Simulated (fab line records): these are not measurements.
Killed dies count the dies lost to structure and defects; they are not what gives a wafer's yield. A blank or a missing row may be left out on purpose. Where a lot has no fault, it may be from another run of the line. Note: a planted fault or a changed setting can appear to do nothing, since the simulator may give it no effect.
Chamber matching	flow n5_finfet	rie_diel-01 running N5_HKMG_FIN_STRIP_89: 4 sister chambers
The step strips SOC in N2/H2, time 20 s. 4 wafers are shown with their chamber, then 12 later ones without.

== EACH WAFER AND ITS CHAMBER ==
wafer	chamber	showerhead_plenum_p_Torr (Torr)
L085.6	3	3.16
L090.5	1	3.51
L091.4	2	3.41
L091.6	0	3.35

== WAFERS MISSING THEIR CHAMBER ==
wafer	showerhead_plenum_p_Torr (Torr)
L092.2	3.35
L092.5	3.35
L092.6	3.57
L094.4	3.34
L094.5	3.56
L094.6	3.41
L096.1	3.56
L096.2	3.34
L096.3	3.50
L097.1	3.56
L097.4	3.40
L097.5	3.50

== CHAMBER TAKEN BY EACH ==
wafer	from the rows above	in truth
L092.2	can't be placed: 0 or 2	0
L092.5	can't be placed: 0 or 2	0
L092.6	1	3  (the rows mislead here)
L094.4	can't be placed: 0 or 2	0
L094.5	1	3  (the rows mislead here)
L094.6	can't be placed: 2 or 0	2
L096.1	1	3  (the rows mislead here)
L096.2	can't be placed: 0 or 2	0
L096.3	1	1
L097.1	1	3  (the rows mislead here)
L097.4	can't be placed: 2 or 0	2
L097.5	1	1
Correct placement for 2 of the 12. Unplaceable from these rows: 6, with the true chamber sitting among the candidates in 6. Placed wrongly: 4.
How it was worked out, from the rows above alone: a wafer's distance from a chamber is the root of the sum, over the readings, of the square of ((its reading less the chamber's mean) divided by the reading's scatter). If the next closest chamber is less than 2 further off than the closest, the wafer can't be placed; otherwise it belongs to the closest. For every chamber, the mean is computed from those of its wafers that are shown. The scatter: root of mean squared gap, hidden wafer to nearest shown wafer, with one shown wafer a chamber.
